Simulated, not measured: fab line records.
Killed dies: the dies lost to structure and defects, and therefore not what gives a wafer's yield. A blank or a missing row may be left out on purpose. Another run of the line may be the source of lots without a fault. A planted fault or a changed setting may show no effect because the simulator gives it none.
Chamber matching -- flow n5Finfet -- N5_MOL_CONTACT_COAG_ETCH_15 on rieDiel-03 has 4 sister chambers
The step etches SiNx in CH3F/O2, stops on Si:P, target depth 7 nm. 22 wafers are shown with their chamber, then 11 later ones without.

WAFERS, EACH WITH ITS CHAMBER
wafer,chamber,drypumpMotorCurrentA (A),throttleValvePct (%),oesProductAu (a.u.)
L076.2,3,6.4,16.47,0.58
L076.3,2,4.7,16.30,0.52
L076.4,3,6.5,16.46,0.57
L078.1,0,5.2,16.59,0.51
L078.2,3,6.5,16.48,0.58
L078.4,2,4.7,16.33,0.51
L079.1,2,4.7,16.32,0.51
L079.3,0,5.2,16.59,0.50
L079.4,3,6.5,16.47,0.57
L082.1,2,4.7,16.34,0.51
L082.4,3,6.4,16.50,0.57
L082.5,2,4.7,16.34,0.51
L084.3,3,6.5,16.50,0.56
L084.4,1,5.4,15.87,0.65
L084.6,0,5.2,16.15,0.69
L085.1,1,5.4,15.87,0.66
L085.3,2,4.7,16.35,0.50
L085.5,3,6.4,16.53,0.56
L088.1,3,6.4,16.54,0.56
L088.2,2,4.7,16.34,0.51
L088.5,2,4.7,16.36,0.50
L089.3,0,5.2,16.18,0.66

SIGNATURES (means of the wafers above)
reading,chamber 0,chamber 1,chamber 2,chamber 3,scatter within a chamber
drypumpMotorCurrentA,5.200,5.400,4.700,6.450,0.0333
throttleValvePct,16.3775,15.8700,16.3350,16.4937,0.103
oesProductAu,0.5900,0.6550,0.5088,0.5687,0.041
Rule: a wafer's distance from a chamber is the root of the sum, over the readings, of the square of ((its reading less the chamber's mean) divided by the reading's scatter). The wafer belongs to the nearest chamber; if the next one is less than 2 further off, it can't be placed. The scatter is the square root of a quotient: the sum, over the shown wafers, of each reading's squared deviation from its chamber's mean, divided by wafers minus chambers.

WAFERS MISSING THEIR CHAMBER
wafer,drypumpMotorCurrentA (A),throttleValvePct (%),oesProductAu (a.u.)
L089.5,4.7,16.38,0.50
L089.6,6.4,16.53,0.56
L091.2,5.4,15.91,0.63
L091.3,5.2,16.18,0.65
L091.5,5.2,16.18,0.66
L093.1,6.4,16.55,0.55
L093.2,5.4,15.89,0.63
L093.6,5.2,16.19,0.65
L094.3,5.2,16.20,0.65
L094.4,6.5,16.56,0.55
L094.6,5.2,16.19,0.64

THE CHAMBER EACH PASSED THROUGH
wafer,from the rows above,in truth
L089.5,2,2
L089.6,3,3
L091.2,1,1
L091.3,0,0
L091.5,0,0
L093.1,3,3
L093.2,1,1
L093.6,0,0
L094.3,0,0
L094.4,3,3
L094.6,0,0
Placed correctly: 11 of 11. Can't be placed from these rows: 0. Number placed wrongly: 0.
